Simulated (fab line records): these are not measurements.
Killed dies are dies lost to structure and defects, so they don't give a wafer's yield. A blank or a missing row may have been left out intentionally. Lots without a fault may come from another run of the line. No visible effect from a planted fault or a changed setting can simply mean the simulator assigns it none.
Matching of chambers	flow n5Finfet	N5_ZERO_LAYER_ETCH_17 on rieDiel-05: 4 sister chambers
The step etches SiO2 in CF4, target depth 12 nm, time 13.3 s. 18 wafers are shown with their chamber, then 9 later ones without.

EACH WAFER AND ITS CHAMBER
wafer	chamber	showerheadPlenumPTorr (Torr)	throttleValvePct (%)	drypumpMotorCurrentA (A)
L075.2	3	2.23	15.97	5.8
L075.3	2	2.09	15.45	5.0
L075.6	0	2.06	15.47	5.1
L080.1	0	2.05	15.52	5.2
L080.3	2	2.08	15.47	5.0
L080.5	1	2.20	15.54	6.0
L081.1	1	2.20	15.53	5.9
L081.2	3	2.23	15.98	5.8
L081.3	0	2.05	15.51	5.2
L081.4	1	2.20	15.54	6.0
L081.5	0	2.05	15.51	5.1
L081.6	3	2.23	15.97	5.8
L082.2	1	2.20	15.53	6.0
L082.3	0	2.05	15.50	5.1
L082.4	2	2.08	15.48	5.1
L088.1	3	2.23	15.99	5.8
L088.4	2	2.08	15.49	5.1
L088.5	3	2.23	16.00	5.8

SIGNATURES (means of the wafers above)
reading	chamber 0	chamber 1	chamber 2	chamber 3	scatter within a chamber
showerheadPlenumPTorr	2.0520	2.2000	2.0825	2.2300	0.00333
throttleValvePct	15.5020	15.5350	15.4725	15.9820	0.015
drypumpMotorCurrentA	5.140	5.975	5.050	5.800	0.0459
Rule: a wafer lies at a distance from a chamber equal to the root of the sum of squares, over the readings, of (its reading less the chamber's mean, divided by the reading's scatter). If the next closest chamber is less than 2 further off than the closest, the wafer can't be placed; otherwise it belongs to the closest. The scatter: take each reading less its chamber's mean, square it, sum over the shown wafers, divide by the number of wafers less the number of chambers, and take the root.

WAFERS WITH NO CHAMBER GIVEN
wafer	showerheadPlenumPTorr (Torr)	throttleValvePct (%)	drypumpMotorCurrentA (A)
L089.1	2.08	15.50	5.0
L089.4	2.05	15.55	5.1
L089.6	2.05	15.55	5.1
L092.1	2.19	15.58	5.9
L092.2	2.08	15.49	5.0
L092.5	2.08	15.49	5.0
L094.2	2.07	15.51	5.0
L094.3	2.05	15.56	5.1
L094.6	2.22	16.02	5.8

WHICH CHAMBER EACH WENT THROUGH
wafer	from the rows above	in truth
L089.1	2	2
L089.4	0	0
L089.6	0	0
L092.1	1	1
L092.2	2	2
L092.5	2	2
L094.2	can't be placed: 2 or 0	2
L094.3	0	0
L094.6	3	3
Correctly placed: 8 of 9. Unplaceable from these rows: 1, with the true chamber sitting among the candidates in 1. Wrongly placed: 0.
